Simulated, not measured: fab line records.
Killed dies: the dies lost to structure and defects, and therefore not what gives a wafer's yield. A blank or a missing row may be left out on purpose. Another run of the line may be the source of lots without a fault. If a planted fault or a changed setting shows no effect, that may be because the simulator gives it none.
fab line records | flow n5-finfet
record: lots: 6 wafers: 18 last-day: 20
route steps=1938 shown BEOL_M10@1512 PASSIVATION@1936
lots that met no fault: from a run of the same line without faults
start-h: hours from the record's opening day to when the first of the lot's shown wafers began | wait-h: hours elapsed since this lot's preceding step | " identical to the entry in the row above | L1.1+2: a row that stands for several wafers | - either no value or no given start | * or withheld: withheld | < > ~ a bound
route shown NAME@n: names a module that has steps shown in the file, with the first one's number in the route | usual: mean and standard deviation over wafers with no fault | same: alike in all rows | chamber/n: place in a boat | sites: each site's reading | _std_site: their standard deviation | _edge_site: inner sites' mean taken away from outer sites' mean | radius-mm: for every site, how far away it sits from the centre of the wafer | mask NAME#n: copy n | behind: tool/chamber where the wafer was last shaped | hold: what put the lot on hold/how long, in hours/how the hold closed | device: the n, p or np transistor that did not switch | end of line: tests run on the same wafers once the route is complete | for a step that has no rows: nothing shown but its recipe | killed: dies that structure and defects cost at the first sort, which is not the same as the wafer's yield | map: a wafer's dies, marking killed ones x, the rest . and places with no die _
set.NAME: setting as actually run; set.NAME@STEP: the setting as run at that earlier step | model.NAME: the simulator's own value behind a step, which no gauge read
a table for each step, a row for each wafer; lots at some steps of the route
services: a tool's chamber out of use, with start hour (start-h, from the record's first day; less than 0 if before it), hours out, and reason
== steps ==
step: N5_BEOL_M10_TRENCH_ETCH_37
recipe: chemistry: C4F6/O2 target-depth-a: 1488.3 target: SiCOH_lowk time-s: 48 ion-energy-ev: 250 pressure-mtorr: 30 source-w: 345 bias-w: 185 Ar_flow_sccm: 300 C4F6_flow_sccm: 10 O2_flow_sccm: 10
usual: drypump-motor-current-A: 5.6/0.49 oes_o_777_au: 0.81/0.053 oes-product-au: 0.82/0.059 rf-vpp-V: 668/7.4 showerhead-plenum-p-Torr: 2.90/0.1 throttle-valve-pct: 20.89/0.16
columns lot.wafer tool chamber start-h wait-h drypump-motor-current-A oes_o_777_au oes-product-au rf-hours-counter-h rf-vpp-V showerhead-plenum-p-Torr throttle-valve-pct
L905.1 rie-diel-01 2 - - 5.3 0.83 0.84 70 671 3.00 20.88
L905.2 " 0 " " 5.7 0.77 0.77 139 667 2.84 20.86
L905.6 " 0 " " 5.8 0.77 0.76 - 667 2.84 20.87
L909.1 rie-diel-04 0 - - 5.3 0.79 0.81 97 680 2.76 20.91
L909.2 " 3 " " 6.1 0.86 0.88 50 669 3.01 21.02
L909.5 " 3 " " 6.1 0.87 0.88 - 669 3.01 21.02
L907.1 rie-diel-01 2 - - 5.3 0.83 0.83 72 671 3.00 20.87
L907.2 " 3 " " 6.3 0.82 0.82 81 658 2.77 21.05
L907.3 " 0 " " 5.8 0.76 0.76 142 668 2.84 20.86
L908.2 rie-diel-01 2 - - 5.3 0.82 0.83 79 670 3.00 20.91
L908.3 " 3 " " 6.3 0.82 0.81 87 657 2.77 21.06
L908.5 " 3 " " 6.3 0.82 0.81 - 658 2.77 21.06
L911.1 rie-diel-01 3 - - 6.3 0.82 0.81 91 657 2.77 21.06
L911.5 " 0 " " 5.8 0.75 0.75 - 667 2.84 20.89
L911.6 " 3 " " 6.3 0.82 0.80 - 656 2.77 21.06
L917.3 rie-diel-01 1 - - 5.1 0.79 0.78 117 676 2.98 21.00
L917.4 " 0 " " 5.8 0.74 0.73 172 666 2.83 20.90
L917.6 " 2 " " 5.3 0.79 0.80 - 670 2.99 20.93
step: N5_BEOL_M10_ETCH_41
recipe: chemistry: CH3F/O2 target: SiCN target-depth-a: 426 taper-deg: 2 time-s: 86 ion-energy-ev: 120 mask-material: TiN pressure-mtorr: 30 source-w: 395 bias-w: 75 Ar_flow_sccm: 150 CH3F_flow_sccm: 30 O2_flow_sccm: 20
usual: drypump-motor-current-A: 5.6/0.49 oes-product-au: 0.82/0.059 rf-vpp-V: 298.0/1.7 showerhead-plenum-p-Torr: 2.04/0.076 throttle-valve-pct: 16.26/0.14
columns lot.wafer tool chamber start-h wait-h drypump-motor-current-A oes-product-au rf-hours-counter-h rf-vpp-V showerhead-plenum-p-Torr throttle-valve-pct
L905.1 rie-diel-01 2 - - 5.3 0.84 70 298.9 2.11 16.22
L905.2 " 0 " " 5.7 0.76 139 296.5 2.00 16.28
L905.6 " 0 " " 5.7 0.76 - 297.6 2.00 16.28
L909.1 rie-diel-04 0 - - 5.3 0.80 97 296.0 1.94 16.29
L909.2 " 3 " " 6.0 0.88 50 299.3 2.12 16.32
L909.5 " 3 " " 6.1 0.88 - 300.0 2.12 16.32
L907.1 rie-diel-01 2 - - 5.3 0.83 72 299.2 2.11 16.22
L907.2 " 3 " " 6.3 0.81 81 296.9 1.95 16.39
L907.3 " 0 " " 5.7 0.75 142 298.2 2.00 16.28
L908.2 rie-diel-01 2 - - 5.3 0.83 79 297.9 2.11 16.25
L908.3 " 3 " " 6.3 0.81 87 296.2 1.94 16.39
L908.5 " 3 " " 6.3 0.81 - 295.5 1.94 16.41
L911.1 rie-diel-01 3 - - 6.3 0.81 91 295.3 1.94 16.39
L911.5 " 0 " " 5.7 0.75 - 297.1 2.00 16.32
L911.6 " 3 " " 6.3 0.80 - 294.8 1.94 16.40
L917.3 rie-diel-01 1 - - 5.1 0.78 117 298.9 2.10 16.36
L917.4 " 0 " " 5.7 0.73 172 296.9 1.99 16.34
L917.6 " 2 " " 5.3 0.80 - 298.8 2.10 16.30
step: N5_BEOL_M10_STRIP_77
recipe: chemistry: N2/H2 time-s: 10 power-w: 450 temp-c: 40 pressure-mtorr: 20 rf-frequency-hz: 6e+07 bias-power-w: 7 n2-flow-sccm: 200 h2-flow-sccm: 200
usual: drypump-motor-current-A: 5.6/0.5 h2-flow-sccm: 200.0/0.55 oes-product-au: 0.82/0.057 rf-vpp-V: 59.3/0.91 showerhead-plenum-p-Torr: 2.59/0.099 throttle-valve-pct: 23.62/0.18
columns lot.wafer tool chamber start-h wait-h drypump-motor-current-A h2-flow-sccm oes-product-au rf-hours-counter-h rf-vpp-V showerhead-plenum-p-Torr throttle-valve-pct
L905.1 rie-diel-01 2 - - 5.3 199.8 0.84 70 60.8 2.68 23.56
L905.2 " 0 " " 5.7 199.8 0.77 140 58.8 2.53 23.43
L905.6 " 0 " " 5.8 199.3 0.77 - 57.7 2.53 23.44
L909.1 rie-diel-04 0 - - 5.3 199.6 0.81 97 58.2 2.46 23.66
L909.2 " 3 " " 6.0 200.1 0.88 50 58.2 2.69 23.59
L909.5 " 3 " " 6.0 199.6 0.88 - 60.2 2.69 23.57
L907.1 rie-diel-01 2 - - 5.3 199.5 0.85 72 59.6 2.68 23.54
L907.2 " 3 " " 6.3 200.4 0.81 81 58.1 2.47 23.82
L907.3 " 0 " " 5.7 200.0 0.76 142 58.4 2.53 23.44
L908.2 rie-diel-01 2 - - 5.3 200.2 0.83 79 59.0 2.68 23.55
L908.3 " 3 " " 6.3 200.5 0.82 87 58.0 2.46 23.85
L908.5 " 3 " " 6.3 199.6 0.81 - 60.2 2.46 23.83
L911.1 rie-diel-01 3 - - 6.3 201.4 0.80 91 58.3 2.46 23.84
L911.5 " 0 " " 5.7 199.8 0.75 - 59.9 2.53 23.45
L911.6 " 3 " " 6.3 200.4 0.81 - 59.0 2.46 23.85
L917.3 rie-diel-01 1 - - 5.1 200.3 0.78 117 59.4 2.66 23.68
L917.4 " 0 " " 5.7 199.0 0.73 172 60.4 2.52 23.47
L917.6 " 2 " " 5.3 199.8 0.80 - 59.9 2.67 23.59
step: N5_BEOL_M10_OCD_MEAS_38
usual: trench-depth-nm: 149.4/1.9
columns lot.wafer tool chamber start-h wait-h trench-depth-nm
L905.1 ocd-02 - 325.71 - 150.4
L905.2 " - " " 150.6
L905.6 " - " " 148.7
L909.1 ocd-02 - 331.63 - 147.5
L909.2 " - " " 153.3
L909.5 " - " " 152.3
L907.1 ocd-02 - 333.80 - 148.7
L907.2 " - " " 151.2
L907.3 " - " " 149.0
L908.2 ocd-02 - 346.81 - 150.2
L908.3 " - " " 150.5
L908.5 " - " " 150.6
L911.1 ocd-02 - 357.24 - 149.7
L911.5 " - " " 148.5
L911.6 " - " " 148.7
L917.3 ocd-02 - 412.25 - 148.5
L917.4 " - " " 147.6
L917.6 " - " " 147.0
step: N5_BEOL_M10_HM_STRIP_39
recipe: chemistry: peroxide-tin-strip material: TiN target-depth-a: 250 temp-c: 50 time-s: 158
step: N5_BEOL_M10_SRD_40
recipe: time-s: 30 temp-c: 23 rinse-liquid: diw dry: ipa-marangoni
step: N5_BEOL_M10_PRECLEAN_42
recipe: chemistry: residue-remover time-s: 60 temp-c: 40
step: N5_BEOL_M10_SRD_43
recipe: time-s: 30 temp-c: 23 rinse-liquid: diw dry: ipa-marangoni
step: N5_BEOL_M10_CD_MEAS_35
recipe: target-cd-nm: 70 polarity: opening
usual: cd-nm: 70.1/0.49
columns lot.wafer tool chamber start-h wait-h cd-nm
L905.1 cd-sem-01 - 325.86 0.0 70.8
L905.2 " - " " 70.9
L905.6 " - " " 70.9
L909.1 cd-sem-01 - 331.79 0.0 69.9
L909.2 " - " " 69.9
L909.5 " - " " 69.9
L907.1 cd-sem-01 - 333.96 0.0 70.5
L907.2 " - " " 69.9
L907.3 " - " " 70.1
L908.2 cd-sem-01 - 346.96 0.0 69.6
L908.3 " - " " 69.9
L908.5 " - " " 70.4
L911.1 cd-sem-01 - 357.39 0.0 69.2
L911.5 " - " " 69.2
L911.6 " - " " 69.4
L917.3 cd-sem-01 - 412.41 0.0 69.5
L917.4 " - " " 70.0
L917.6 " - " " 69.2
step: N5_BEOL_M10_CURE_72
recipe: temp-c: 370 time-s: 120 ambient: DMADMS/He material: SiCOH_lowk
usual: lamp-power-pct: 52.31/0.057 wafer_temp_C_max: 371.6/0.45
columns lot.wafer tool chamber start-h wait-h lamp-power-pct wafer_temp_C_max
L905.1 uv-cure-03 2 326.05 0.2 52.41 371.5
L905.2 " 2 " " 52.34 372.7
L905.6 " 2 " " 52.33 371.2
L909.1 uv-cure-03 2 331.99 0.2 52.32 371.9
L909.2 " 2 " " 52.24 371.5
L909.5 " 2 " " 52.32 371.4
L907.1 uv-cure-02 2 334.00 0.0 52.23 372.1
L907.2 " 2 " " 52.30 371.9
L907.3 " 2 " " 52.38 371.7
L908.2 uv-cure-03 0 347.05 0.1 52.28 371.4
L908.3 " 0 " " 52.35 371.1
L908.5 " 0 " " 52.30 371.0
L911.1 uv-cure-03 2 357.43 0.0 52.37 371.6
L911.5 " 2 " " 52.27 371.9
L911.6 " 2 " " 52.25 371.9
L917.3 uv-cure-03 2 412.55 0.1 52.22 371.5
L917.4 " 2 " " 52.36 372.2
L917.6 " 2 " " 52.38 371.5
step: N5_BEOL_M10_DEGAS_44
recipe: ambient: vacuum temp-c: 250 time-s: 60
step: N5_BEOL_M10_PRE_CLEAN_45
recipe: gas: H2/He time-s: 30 temp-c: 250
step: N5_BEOL_M10_ALD_74
recipe: material: TaN target-thk-a: 20 temp-c: 275 ald-precursor-family: PDMAT ald-co-reactant: NH3 pressure-torr: 3 carrier-flow-sccm: 1500 pulse-time-s: 2 purge-time-s: 3 co-reactant-purge-time-s: 2 co-reactant-pulse-time-s: 3 ald-cycles: 40 precursor-vessel-temp-c: 75 precursor-vessel-pressure-torr: 26.25 precursor-vessel-carrier-sccm: 1000
usual: ald-cycles: 40/0 chamber-pressure-Torr: 2.999/0.0069 heater-power-w: 420/45 precursor-vessel-temp-c: 75.03/0.12
columns lot.wafer tool chamber start-h wait-h ald-cycles chamber-pressure-Torr heater-power-w precursor-vessel-temp-c
L905.1 ald-metal-01 3 326.67 0.0 40 2.991 400 75.01
L905.2 " 2 " " 40 3.002 482 74.91
L905.6 " 2 " " 40 2.997 465 75.01
L909.1 ald-metal-01 2 332.85 0.2 40 3.006 477 75.11
L909.2 " 0 " " 40 3.008 402 75.04
L909.5 " 3 " " 40 3.007 393 74.94
L907.1 ald-metal-01 1 334.65 0.3 38 3.011 410 75.09
L907.2 " 2 " " 38 2.995 462 74.99
L907.3 " 3 " " 40 3.005 408 74.96
L908.2 ald-metal-01 1 347.92 0.2 38 3.002 428 75.21
L908.3 " 3 " " 40 2.992 399 75.08
L908.5 " 3 " " 40 2.997 403 75.06
L911.1 ald-metal-02 3 359.53 0.0 40 3.001 440 74.96
L911.5 " 2 " " 40 3.002 471 75.08
L911.6 " 1 " " 40 3.007 430 74.92
L917.3 ald-metal-03 1 414.23 0.0 40 3.005 443 74.89
L917.4 " 3 " " 40 2.989 333 74.99
L917.6 " 0 " " 40 3.005 373 75.19
step: N5_BEOL_M10_SURFACE_TREAT_76
recipe: gas: Ar time-s: * ion-energy-ev: * ion-current-ma-cm2: 0.5 pressure-mtorr: * ar-flow-sccm: 30
usual: throttle-valve-pct: *
columns lot.wafer tool chamber start-h wait-h throttle-valve-pct
L905.1 pvd-sputter-02 - 327.37 0.6 *
L905.2 " - " " *
L905.6 " - " " *
L909.1 pvd-sputter-03 - 333.23 0.2 *
L909.2 " - " " *
L909.5 " - " " *
L907.1 pvd-sputter-02 - 336.03 1.3 *
L907.2 " - " " *
L907.3 " - " " *
L908.2 pvd-sputter-02 - 348.24 0.2 *
L908.3 " - " " *
L908.5 " - " " *
L911.1 pvd-sputter-01 - 359.85 0.2 *
L911.5 " - " " *
L911.6 " - " " *
L917.3 pvd-sputter-02 - 414.80 0.4 *
L917.4 " - " " *
L917.6 " - " " *
step: N5_PASSIVATION_PROBE_49
usual: defect-limited-yield: 91.1/1.5 killed_at_M0_to_M3: 36/11 killed_at_M4_up: 14/5.6 killed-at-contacts: 11/5.6 killed-at-front-end: 40/12 killed-at-other: 4/3.2 killed-dies: 105/17 killed-open: 69/12 killed-short: 34/8.4 sort_bin_5_function: 5.2/0.95 sort_bin_6_memory: 3.3/0.63 sort-n-pass: 1075/17 sort-yield-pct: 91.1/1.5
same: gross-dies: 1180 killed-at-back-side: 0 sort_bin_4_leakage[%]: 0 sort_bin_8_speed[%]: 0
columns lot.wafer tool chamber start-h wait-h defect-limited-yield[%] killed_at_M0_to_M3 killed_at_M4_up killed-at-contacts killed-at-front-end killed-at-other killed-dies killed-open killed-short sort_bin_5_function[%] sort_bin_6_memory[%] sort-n-pass sort-yield-pct[%]
L907.1 prober-01 - 382.54 0.0 91.5 50 15 10 24 1 100 66 33 5.4 2.6 1080 91.5
L907.2 prober-01 - 382.59 0.1 89.9 33 23 10 52 1 119 71 46 6.4 3.5 1061 89.9
L907.3 prober-01 - 382.64 0.1 91.5 44 16 14 26 0 100 67 32 4.7 3.6 1080 91.5
L905.1 prober-01 - 383.39 0.0 90.5 33 7 3 65 4 112 77 33 5.3 3.6 1068 90.5
L905.2 prober-01 - 383.44 0.1 91.9 40 10 7 31 7 95 66 28 4.9 3.1 1085 91.9
L905.6 prober-01 - 383.64 0.3 93.0 26 15 5 31 6 83 52 31 4.0 2.9 1097 93.0
L908.2 prober-02 - 397.64 0.1 91.3 36 7 8 36 16 103 58 44 4.7 3.6 1077 91.3
L908.3 prober-02 - 397.69 0.1 90.4 33 12 6 60 2 113 71 41 5.7 3.6 1067 90.4
L908.5 prober-02 - 397.79 0.2 91.2 22 23 6 52 1 104 71 32 5.5 2.9 1076 91.2
L911.1 prober-01 - 414.45 0.0 90.3 42 23 12 30 7 114 78 35 5.9 3.3 1066 90.3
L911.5 prober-01 - 414.65 0.2 91.5 37 15 12 35 1 100 65 29 5.1 2.8 1080 91.5
L911.6 prober-01 - 414.70 0.3 90.9 29 21 19 35 3 107 74 31 5.6 3.1 1073 90.9
killed by level:class
L907.1 BEOL_M0_SAQP:geometric-particle:short=15 BEOL_M0_SAQP:geometric-particle:open=13 MOL_CONTACT_COAG:geometric-particle:open=8 STI_FIN_REVEAL:geometric-particle:open=7 BEOL_M2:geometric-particle:open=7 BEOL_M1:geometric-particle:open=6 BEOL_M4:geometric-particle:open=5 FIN_SAQP:geometric-particle:open=4
L907.2 STI_FIN_REVEAL:geometric-particle:open=14 FIN_SAQP:geometric-particle:open=10 BEOL_M4:geometric-particle:open=10 FIN_SAQP:geometric-particle:short=8 MOL_CONTACT_COAG:geometric-particle:open=8 BEOL_M3:geometric-particle:short=8 BEOL_M0_SAQP:geometric-particle:short=7 BEOL_M1:geometric-particle:open=7
L907.3 STI_FIN_REVEAL:geometric-particle:open=12 MOL_CONTACT_COAG:geometric-particle:open=12 BEOL_M0_SAQP:geometric-particle:short=11 BEOL_M0_SAQP:geometric-particle:open=11 BEOL_M1:geometric-particle:open=11 STI_FIN_REVEAL:geometric-particle:short=5 BEOL_M3:geometric-particle:open=5 BEOL_M4:geometric-particle:open=5
L905.1 STI_FIN_REVEAL:geometric-particle:open=21 FIN_SAQP:geometric-particle:open=15 FIN_SAQP:geometric-particle:short=9 BEOL_M0:geometric-particle:open=7 BEOL_M3:geometric-particle:open=7 BEOL_M2:geometric-particle:short=5 STARTING-WAFER:geometric-particle:short=5 BEOL_M0_SAQP:geometric-particle:short=4
L905.2 BEOL_M1:geometric-particle:open=10 BEOL_M2:geometric-particle:open=9 FIN_SAQP:geometric-particle:short=8 MOL_CONTACT_COAG:geometric-particle:open=7 BEOL_M0:geometric-particle:open=7 STI_FIN_REVEAL:geometric-particle:open=6 FIN_SAQP:geometric-particle:open=5 BEOL_M0_SAQP:geometric-particle:open=3
L905.6 FIN_SAQP:geometric-particle:short=7 BEOL_M5:geometric-particle:open=6 FIN_SAQP:geometric-particle:open=5 STI_FIN_REVEAL:geometric-particle:open=5 BEOL_M1:geometric-particle:open=5 BEOL_M0_SAQP:geometric-particle:open=4 BEOL_M3:geometric-particle:open=4 BEOL_M1:geometric-particle:short=3
L908.2 BEOL_M0_SAQP:geometric-particle:short=16 FIN_SAQP:geometric-particle:open=10 MOL_CONTACT_COAG:geometric-particle:open=7 BEOL_M0_SAQP:geometric-particle:open=7 FIN_SAQP:geometric-particle:short=6 STI_FIN_REVEAL:geometric-particle:open=6 MIM_TOP_ETCH:geometric-particle:short=6 DUMMY_GATE:geometric-particle:open=5
L908.3 FIN_SAQP:geometric-particle:open=23 FIN_SAQP:geometric-particle:short=10 BEOL_M3:geometric-particle:open=6 MOL_CONTACT_COAG:geometric-particle:open=6 GATE_CUT:geometric-particle:short=5 DUMMY_GATE:geometric-particle:open=5 BEOL_M0:geometric-particle:open=5 BEOL_M0_SAQP:geometric-particle:open=4
L908.5 FIN_SAQP:geometric-particle:open=17 FIN_SAQP:geometric-particle:short=12 STI_FIN_REVEAL:geometric-particle:open=10 BEOL_M0_SAQP:geometric-particle:open=6 BEOL_M0_SAQP:geometric-particle:short=5 BEOL_M4:geometric-particle:open=5 BEOL_M5:geometric-particle:open=5 DUMMY_GATE:geometric-particle:open=4
L911.1 BEOL_M4:geometric-particle:open=12 MOL_CONTACT_COAG:geometric-particle:open=11 BEOL_M0_SAQP:geometric-particle:open=11 BEOL_M0_SAQP:geometric-particle:short=10 FIN_SAQP:geometric-particle:open=9 FIN_SAQP:geometric-particle:short=8 BEOL_M3:geometric-particle:open=6 BEOL_M1:geometric-particle:open=5
L911.5 BEOL_M0_SAQP:geometric-particle:open=12 BEOL_M0_SAQP:geometric-particle:short=12 STI_FIN_REVEAL:geometric-particle:open=9 MOL_CONTACT_COAG:geometric-particle:open=9 DUMMY_GATE:geometric-particle:open=7 BEOL_M1:geometric-particle:open=5 BEOL_M2:geometric-particle:open=4 BEOL_M4:geometric-particle:open=4
L911.6 MOL_CONTACT_COAG:geometric-particle:open=14 BEOL_M4:geometric-particle:open=14 FIN_SAQP:geometric-particle:open=10 BEOL_M0_SAQP:geometric-particle:open=7 MOL_CONTACT_COAG:geometric-particle:short=5 BEOL_M0_SAQP:geometric-particle:short=5 DUMMY_GATE:geometric-particle:open=4 BEOL_M1:geometric-particle:open=4
== services ==
columns tool chamber start-h hours kind
ald-metal-03 - 337.57 14.0 pm
ald-metal-03 0 337.57 14.0 vent-cycle
ald-metal-03 1 337.57 14.0 vent-cycle
ald-metal-03 2 337.57 14.0 vent-cycle
ald-metal-03 3 337.57 14.0 vent-cycle
ald-metal-03 0 351.57 - clean
ald-metal-03 1 351.57 - clean
ald-metal-03 2 351.57 - clean
ald-metal-03 3 351.57 - clean
ald-metal-02 1 360.37 25.1 repair
pvd-sputter-02 - 366.81 8.6 repair
ald-metal-01 - 368.81 0.6 repair
uv-cure-02 - 372.80 2.9 repair
pvd-sputter-02 - 396.80 1.1 repair
uv-cure-03 - 400.13 0.9 repair
== key ==
first-sign: step: N5_BEOL_M10_ALD_74 reading: ald-cycles direction: down sigmas: 99+ usual: * struck: *
effect none on later readings
met-at N5_BEOL_M10_ALD_74
struck-wafers L907.1,L907.2,L908.2
onset-between 332.85 334.65
fault: kind: process-parameter-drift tool: ald-metal-01 chamber: - onset-h: 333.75 steps: N5_BEOL_M10_ALD_74 channel: ald-cycles offset: * shape: step end-h: 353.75 scope: struck-wafers-only acts-in: * stated: *
